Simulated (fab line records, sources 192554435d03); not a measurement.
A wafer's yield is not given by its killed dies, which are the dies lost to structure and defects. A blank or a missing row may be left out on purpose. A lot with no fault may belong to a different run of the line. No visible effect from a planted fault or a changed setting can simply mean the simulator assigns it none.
fab line records + flow n5-finfet
[record]
- lots = 7
- wafers = 39
route steps=1938 shown DUMMY_GATE@215 GATE_CUT@469 MOL_CONTACT_COAG@581
start-h: hours from the record's first day to the start of the lot's first wafer shown + wait-h: hours elapsed since this lot's preceding step + " same as the row above + L1.1+2: a row that stands for several wafers + - either no value or no given start + * or withheld: withheld + < > ~ a bound
route shown NAME@n: a module of which the file shows steps, and the number in the route of the first + usual: mean/standard deviation of fault-free wafers + same: alike in all rows + chamber/n: place in a boat + sites: the reading at each site + _std_site: their standard deviation + _edge_site: mean of outer sites minus mean of inner sites + radius-mm: how far each site lies from the wafer's centre + mask NAME#n: copy n + behind: the tool/chamber that last shaped the wafer + hold: reason for holding the lot/hours on hold/outcome of the hold + device: transistor that didn't switch, given as n, p or np + end of line: the tests these same wafers got at the end of their route + step lacking rows: just its recipe + killed: count of dies lost to structure and defects at first sort (not the wafer's yield) + map: a wafer's dies, marking killed ones x, the rest . and places with no die _
set.NAME: the setting the step ran with; set.NAME@STEP: the setting that earlier step ran with + model.NAME: the simulator's own value behind a step, which no gauge read
lots where settings were altered on purpose, with a table for each step and a row for each wafer
[[steps]]
[step N5_DUMMY_GATE_CVD_03]
[recipe]
- material = a-Si
- target-thk-a = 1500
- temp-c = 530
- precursor = SiH4
- time-s = 8042
| lot.wafer | tool     | chamber | start-h | wait-h | set.target-thk-a | model.a-Si_of_DUMMY_GATE_CVD_03.thk-nm |
|-----------|----------|---------|---------|--------|------------------|----------------------------------------|
| L080.1+6  | -        | -       | -       | 0.1    | 1573             | 157.8                                  |
| L080.2    | "        | -       | "       | "      | 1573             | 158.2                                  |
| L080.3    | "        | -       | "       | "      | 1573             | 157.4                                  |
| L080.4    | "        | -       | "       | "      | 1573             | 157                                    |
| L080.5    | "        | -       | "       | "      | 1573             | 158                                    |
| L087.1    | lpcvd-01 | 1/40    | 116.11  | 1.4    | 1500             | 150                                    |
| L087.5    | "        | 1/59    | "       | "      | 1500             | 150.8                                  |
| L087.6    | "        | 1/64    | "       | "      | 1500             | 150.2                                  |
| L090.1    | -        | -       | -       | 0.1    | 1414             | 139.2                                  |
| L090.2+3  | "        | -       | "       | "      | 1414             | 138.8                                  |
| L090.4    | "        | -       | "       | "      | 1414             | 138.4                                  |
| L090.5+6  | "        | -       | "       | "      | 1414             | 139.6                                  |
| L092.1    | -        | -       | -       | 0.1    | 1617             | 160.6                                  |
| L092.2    | "        | -       | "       | "      | 1617             | 161                                    |
| L092.3    | "        | -       | "       | "      | 1617             | 159.8                                  |
| L092.4+6  | "        | -       | "       | "      | 1617             | 160.8                                  |
| L092.5    | "        | -       | "       | "      | 1617             | 160.2                                  |
| L095.1+5  | -        | -       | -       | 0.1    | 1597             | 157.6                                  |
| L095.2    | "        | -       | "       | "      | 1597             | 156.4                                  |
| L095.3    | "        | -       | "       | "      | 1597             | 159.2                                  |
| L095.4    | "        | -       | "       | "      | 1597             | 158.4                                  |
| L095.6    | "        | -       | "       | "      | 1597             | 158.2                                  |
| L096.1    | -        | -       | -       | 0.1    | 1500             | 149.2                                  |
| L096.2    | "        | -       | "       | "      | 1500             | 149.4                                  |
| L096.3    | "        | -       | "       | "      | 1500             | 148.2                                  |
| L096.4+5  | "        | -       | "       | "      | 1500             | 148.4                                  |
| L096.6    | "        | -       | "       | "      | 1500             | 148.6                                  |
| L097.1    | -        | -       | -       | 0.1    | 1601             | 160.8                                  |
| L097.2    | "        | -       | "       | "      | 1601             | 161.6                                  |
| L097.3    | "        | -       | "       | "      | 1601             | 160.2                                  |
| L097.4+5  | "        | -       | "       | "      | 1601             | 159.8                                  |
| L097.6    | "        | -       | "       | "      | 1601             | 160.4                                  |
[step N5_DUMMY_GATE_ETCH_32]
[recipe]
- chemistry = CF4
- target = SiO2
- target-depth-a = 35
- time-s = 3.9
- ion-energy-ev = 350
- pressure-mtorr = 10
- icp-w = 800
- bias-w = 400
- cf4-flow-sccm = 80
| lot.wafer | tool      | chamber | start-h | wait-h | set.time-s | model.etch.depth-nm |
|-----------|-----------|---------|---------|--------|------------|---------------------|
| L080.1    | rie-si-05 | 2       | 82.70   | 0.1    | 3.9        | 3.496               |
| L080.2    | "         | 0       | "       | "      | 3.9        | 3.371               |
| L080.3    | "         | 3       | "       | "      | 3.9        | 3.631               |
| L080.4    | "         | 1       | "       | "      | 3.9        | 3.529               |
| L080.5    | "         | 1       | "       | "      | 3.9        | 3.481               |
| L080.6    | "         | 0       | "       | "      | 3.9        | 3.369               |
| L087.1    | rie-si-06 | 0       | 127.51  | 0.1    | 3.9        | 3.385               |
| L087.5    | "         | 0       | "       | "      | 3.9        | 3.359               |
| L087.6    | "         | 2       | "       | "      | 3.9        | 3.453               |
| L090.1    | rie-si-06 | 3       | 142.10  | 0.1    | 3.9        | 3.42                |
| L090.2    | "         | 0       | "       | "      | 3.9        | 3.408               |
| L090.3    | "         | 2       | "       | "      | 3.588      | 3.174               |
| L090.4    | "         | 1       | "       | "      | 3.588      | 3.25                |
| L090.5    | "         | 2       | "       | "      | 3.588      | 3.189               |
| L090.6    | "         | 3       | "       | "      | 3.9        | 3.392               |
| L092.1    | rie-si-01 | 0       | 158.22  | 0.1    | 3.9        | 3.621               |
| L092.2    | "         | 3       | "       | "      | 3.9        | 3.431               |
| L092.3    | "         | 1       | "       | "      | 3.9        | 3.579               |
| L092.4    | "         | 2       | "       | "      | 3.9        | 3.489               |
| L092.5    | "         | 0       | "       | "      | 3.9        | 3.652               |
| L092.6    | "         | 1       | "       | "      | 3.9        | 3.573               |
| L095.1    | rie-si-06 | 2       | 175.29  | 0.1    | 3.216      | 2.892               |
| L095.2    | "         | 0       | "       | "      | 3.216      | 2.839               |
| L095.3    | "         | 3       | "       | "      | 3.9        | 3.441               |
| L095.4    | "         | 1       | "       | "      | 3.216      | 2.933               |
| L095.5    | "         | 3       | "       | "      | 3.9        | 3.468               |
| L095.6    | "         | 2       | "       | "      | 3.9        | 3.55                |
| L096.1    | rie-si-06 | 1       | 179.81  | 0.1    | 3.9        | 3.478               |
| L096.2    | "         | 2       | "       | "      | 3.9        | 3.443               |
| L096.3    | "         | 0       | "       | "      | 3.9        | 3.386               |
| L096.4    | "         | 3       | "       | "      | 4.233      | 3.726               |
| L096.5    | "         | 3       | "       | "      | 4.233      | 3.709               |
| L096.6    | "         | 0       | "       | "      | 4.233      | 3.699               |
| L097.1    | rie-si-01 | 0       | 186.94  | 0.1    | 3.9        | 3.642               |
| L097.2    | "         | 3       | "       | "      | 3.364      | 2.984               |
| L097.3    | "         | 1       | "       | "      | 3.9        | 3.645               |
| L097.4    | "         | 2       | "       | "      | 3.9        | 3.495               |
| L097.5    | "         | 0       | "       | "      | 3.364      | 3.143               |
| L097.6    | "         | 3       | "       | "      | 3.364      | 2.991               |
[step N5_GATE_CUT_ETCH_58]
[recipe]
- chemistry = CH3F/O2
- target = SiNx
- target-depth-a = 170
- time-s = 128.6
- ion-energy-ev = 50
- pressure-mtorr = 30
- source-w = 415
- bias-w = 21
- Ar_flow_sccm = 150
- CH3F_flow_sccm = 30
- O2_flow_sccm = 20
[usual]
- rf-vpp-V = 99.0/0.82
| lot.wafer | tool        | chamber | start-h | wait-h | set.source-w | rf-vpp-V |
|-----------|-------------|---------|---------|--------|--------------|----------|
| L080.1    | rie-diel-03 | 0       | 117.42  | 0.1    | 415          | 97.3     |
| L080.2    | "           | 2       | "       | "      | 340.8        | 106.7    |
| L080.3    | "           | 0       | "       | "      | 340.8        | 107.2    |
| L080.4    | "           | 2       | "       | "      | 415          | 99.4     |
| L080.5    | "           | 2       | "       | "      | 415          | 99.0     |
| L080.6    | "           | 0       | "       | "      | 340.8        | 105.4    |
| L087.1    | rie-diel-03 | 2       | 161.63  | 0.0    | 415          | 98.8     |
| L087.5    | "           | 3       | "       | "      | 415          | 99.9     |
| L087.6    | "           | 2       | "       | "      | 415          | 98.9     |
| L090.1    | rie-diel-06 | 3       | 175.29  | 0.0    | 415          | 98.8     |
| L090.2    | "           | 2       | "       | "      | 415          | 98.9     |
| L090.3    | "           | 0       | "       | "      | 415          | 100.1    |
| L090.4    | "           | 3       | "       | "      | 470          | 94.3     |
| L090.5    | "           | 2       | "       | "      | 470          | 95.0     |
| L090.6    | "           | 0       | "       | "      | 470          | 94.5     |
| L092.1    | rie-diel-03 | 0       | 192.78  | 0.0    | 415          | 98.1     |
| L092.2    | "           | 3       | "       | "      | 415          | 98.2     |
| L092.3    | "           | 1       | "       | "      | 415          | 99.8     |
| L092.4    | "           | 3       | "       | "      | 439.7        | 97.1     |
| L092.5    | "           | 0       | "       | "      | 439.7        | 96.2     |
| L092.6    | "           | 1       | "       | "      | 439.7        | 97.8     |
| L095.1    | rie-diel-06 | 2       | 207.74  | 0.0    | 372.4        | 103.4    |
| L095.2    | "           | 3       | "       | "      | 372.4        | 101.5    |
| L095.3    | "           | 0       | "       | "      | 415          | 99.6     |
| L095.4    | "           | 0       | "       | "      | 415          | 99.4     |
| L095.5    | "           | 3       | "       | "      | 372.4        | 102.2    |
| L095.6    | "           | 2       | "       | "      | 415          | 98.2     |
| L096.1    | rie-diel-04 | 2       | 221.35  | 0.0    | 415          | 97.6     |
| L096.2    | "           | 1       | "       | "      | 415          | 98.2     |
| L096.3    | "           | 3       | "       | "      | 415          | 98.8     |
| L096.4    | "           | 0       | "       | "      | 415          | 98.7     |
| L096.5    | "           | 0       | "       | "      | 415          | 98.5     |
| L096.6    | "           | 1       | "       | "      | 415          | 98.7     |
| L097.1    | rie-diel-06 | 2       | 221.62  | 0.1    | 415          | 99.5     |
| L097.2    | "           | 3       | "       | "      | 415          | 100.3    |
| L097.3    | "           | 1       | "       | "      | 415          | 98.6     |
| L097.4    | "           | 0       | "       | "      | 415          | 98.8     |
| L097.5    | "           | 3       | "       | "      | 415          | 99.8     |
| L097.6    | "           | 0       | "       | "      | 415          | 98.2     |
[step N5_MOL_CONTACT_COAG_ETCH_91]
[recipe]
- chemistry = N2/H2
- target = SOC
- target-depth-a = 600
- overetch-a = 210
- mask-material = SiARC
- temp-c = 40
- time-s = 101.2
- ion-energy-ev = 200
- pressure-mtorr = 30
- source-w = 840
- bias-w = 150
- n2-flow-sccm = 200
- h2-flow-sccm = 200
[usual]
- rf-vpp-V = 524/3.1
| lot.wafer | tool        | chamber | start-h | wait-h | set.source-w | rf-vpp-V |
|-----------|-------------|---------|---------|--------|--------------|----------|
| L080.1    | rie-diel-02 | 0       | 135.02  | 0.0    | 840          | 520      |
| L080.2    | "           | 1       | "       | "      | 898.6        | 507      |
| L080.3    | "           | 3       | "       | "      | 898.6        | 513      |
| L080.4    | "           | 2       | "       | "      | 840          | 523      |
| L080.5    | "           | 0       | "       | "      | 898.6        | 508      |
| L080.6    | "           | 1       | "       | "      | 840          | 520      |
| L087.1    | rie-diel-01 | 1       | 184.80  | 0.0    | 840          | 526      |
| L087.5    | "           | 1       | "       | "      | 840          | 527      |
| L087.6    | "           | 0       | "       | "      | 840          | 522      |
| L090.1    | rie-diel-01 | 1       | 192.34  | 0.0    | 840          | 527      |
| L090.2    | "           | 2       | "       | "      | 840          | 519      |
| L090.3    | "           | 3       | "       | "      | 840          | 524      |
| L090.4    | "           | 0       | "       | "      | 840          | 524      |
| L090.5    | "           | 2       | "       | "      | 840          | 521      |
| L090.6    | "           | 3       | "       | "      | 840          | 525      |
| L092.1    | rie-diel-05 | 2       | 210.42  | 0.0    | 840          | 521      |
| L092.2    | "           | 3       | "       | "      | 840          | 529      |
| L092.3    | "           | 1       | "       | "      | 973.3        | 502      |
| L092.4    | "           | 0       | "       | "      | 973.3        | 500      |
| L092.5    | "           | 2       | "       | "      | 840          | 520      |
| L092.6    | "           | 1       | "       | "      | 973.3        | 501      |
| L095.1    | rie-diel-01 | 3       | 226.82  | 0.0    | 840          | 525      |
| L095.2    | "           | 0       | "       | "      | 840          | 522      |
| L095.3    | "           | 0       | "       | "      | 953          | 500      |
| L095.4    | "           | 3       | "       | "      | 953          | 504      |
| L095.5    | "           | 0       | "       | "      | 953          | 501      |
| L095.6    | "           | 3       | "       | "      | 840          | 526      |
| L096.1    | rie-diel-01 | 0       | 238.42  | 0.0    | 898.6        | 512      |
| L096.2    | "           | 2       | "       | "      | 840          | 529      |
| L096.3    | "           | 1       | "       | "      | 898.6        | 513      |
| L096.4    | "           | 3       | "       | "      | 840          | 525      |
| L096.5    | "           | 1       | "       | "      | 898.6        | 514      |
| L096.6    | "           | 0       | "       | "      | 840          | 522      |
| L097.1    | rie-diel-01 | 2       | 241.61  | 0.0    | 840          | 527      |
| L097.2    | "           | 1       | "       | "      | 840          | 525      |
| L097.3    | "           | 0       | "       | "      | 988.3        | 493      |
| L097.4    | "           | 3       | "       | "      | 988.3        | 497      |
| L097.5    | "           | 2       | "       | "      | 840          | 528      |
| L097.6    | "           | 1       | "       | "      | 988.3        | 499      |
[step N5_MOL_CONTACT_COAG_ANNEAL_112]
[recipe]
- temp-c = 400
- time-s = 1800
- ambient = HPD2
- pressure-atm = 10
[usual]
- wafer_temp_C_max = 401.7/0.37
| lot.wafer | tool         | chamber | start-h | wait-h | set.temp-c | wafer_temp_C_max |
|-----------|--------------|---------|---------|--------|------------|------------------|
| L080.1    | hp-anneal-01 | 0       | 137.54  | 0.0    | 403.6      | 405.6            |
| L080.2    | "            | 0       | "       | "      | 403.6      | 405.0            |
| L080.3    | "            | 0       | "       | "      | 403.6      | 405.3            |
| L080.4    | "            | 0       | "       | "      | 403.6      | 405.2            |
| L080.5    | "            | 0       | "       | "      | 403.6      | 405.8            |
| L080.6    | "            | 0       | "       | "      | 403.6      | 405.0            |
| L087.1    | hp-anneal-01 | 0       | 188.01  | 0.0    | 400        | 401.6            |
| L087.5    | "            | 0       | "       | "      | 400        | 401.5            |
| L087.6    | "            | 0       | "       | "      | 400        | 401.1            |
| L090.1    | hp-anneal-01 | 0       | 197.01  | 2.1    | 400        | 401.7            |
| L090.2    | "            | 0       | "       | "      | 400        | 401.7            |
| L090.3    | "            | 0       | "       | "      | 400        | 402.0            |
| L090.4    | "            | 0       | "       | "      | 400        | 401.8            |
| L090.5    | "            | 0       | "       | "      | 400        | 402.0            |
| L090.6    | "            | 0       | "       | "      | 400        | 401.8            |
| L092.1    | hp-anneal-01 | 0       | 213.13  | 0.0    | 394.1      | 396.3            |
| L092.2    | "            | 0       | "       | "      | 394.1      | 396.2            |
| L092.3    | "            | 0       | "       | "      | 394.1      | 395.7            |
| L092.4    | "            | 0       | "       | "      | 394.1      | 395.3            |
| L092.5    | "            | 0       | "       | "      | 394.1      | 396.0            |
| L092.6    | "            | 0       | "       | "      | 394.1      | 396.3            |
| L095.1    | hp-anneal-01 | 0       | 229.61  | 0.0    | 407.2      | 408.6            |
| L095.2    | "            | 0       | "       | "      | 407.2      | 408.6            |
| L095.3    | "            | 0       | "       | "      | 407.2      | 408.4            |
| L095.4    | "            | 0       | "       | "      | 407.2      | 408.6            |
| L095.5    | "            | 0       | "       | "      | 407.2      | 409.0            |
| L095.6    | "            | 0       | "       | "      | 407.2      | 408.8            |
| L096.1    | hp-anneal-01 | 0       | 242.57  | 0.0    | 396.6      | 398.5            |
| L096.2    | "            | 0       | "       | "      | 396.6      | 398.2            |
| L096.3    | "            | 0       | "       | "      | 396.6      | 398.6            |
| L096.4    | "            | 0       | "       | "      | 396.6      | 399.1            |
| L096.5    | "            | 0       | "       | "      | 396.6      | 398.4            |
| L096.6    | "            | 0       | "       | "      | 396.6      | 397.7            |
| L097.1    | hp-anneal-01 | 0       | 245.57  | 1.4    | 391.6      | 393.4            |
| L097.2    | "            | 0       | "       | "      | 391.6      | 393.7            |
| L097.3    | "            | 0       | "       | "      | 391.6      | 392.9            |
| L097.4    | "            | 0       | "       | "      | 391.6      | 392.9            |
| L097.5    | "            | 0       | "       | "      | 391.6      | 392.6            |
| L097.6    | "            | 0       | "       | "      | 391.6      | 392.9            |
[[key]]
[split]
- step = N5_DUMMY_GATE_CVD_03
- setting = target-thk-a
- stated = 1500
- by = lot
[response]
- step = N5_DUMMY_GATE_CVD_03
- reading = model.a-Si_of_DUMMY_GATE_CVD_03.thk-nm
- change = +1.6
- per = 1%
- r = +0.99
[split]
- step = N5_DUMMY_GATE_ETCH_32
- setting = time-s
- stated = 3.9
- by = wafer
[response]
- step = N5_DUMMY_GATE_ETCH_32
- reading = model.etch.depth-nm
- change = +0.0349
- per = 1%
- r = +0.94
[split]
- step = N5_GATE_CUT_ETCH_58
- setting = source-w
- stated = 415
- by = wafer
[response]
- step = N5_GATE_CUT_ETCH_58
- reading = rf-vpp-V
- change = -0.387
- per = 1%
- r = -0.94
[split]
- step = N5_MOL_CONTACT_COAG_ETCH_91
- setting = source-w
- stated = 840
- by = wafer
[response]
- step = N5_MOL_CONTACT_COAG_ETCH_91
- reading = rf-vpp-V
- change = -1.63
- per = 1%
- r = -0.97
[split]
- step = N5_MOL_CONTACT_COAG_ANNEAL_112
- setting = temp-c
- stated = 400
- by = lot
[response]
- step = N5_MOL_CONTACT_COAG_ANNEAL_112
- reading = wafer_temp_C_max
- change = *
- per = 1%
- r = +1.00
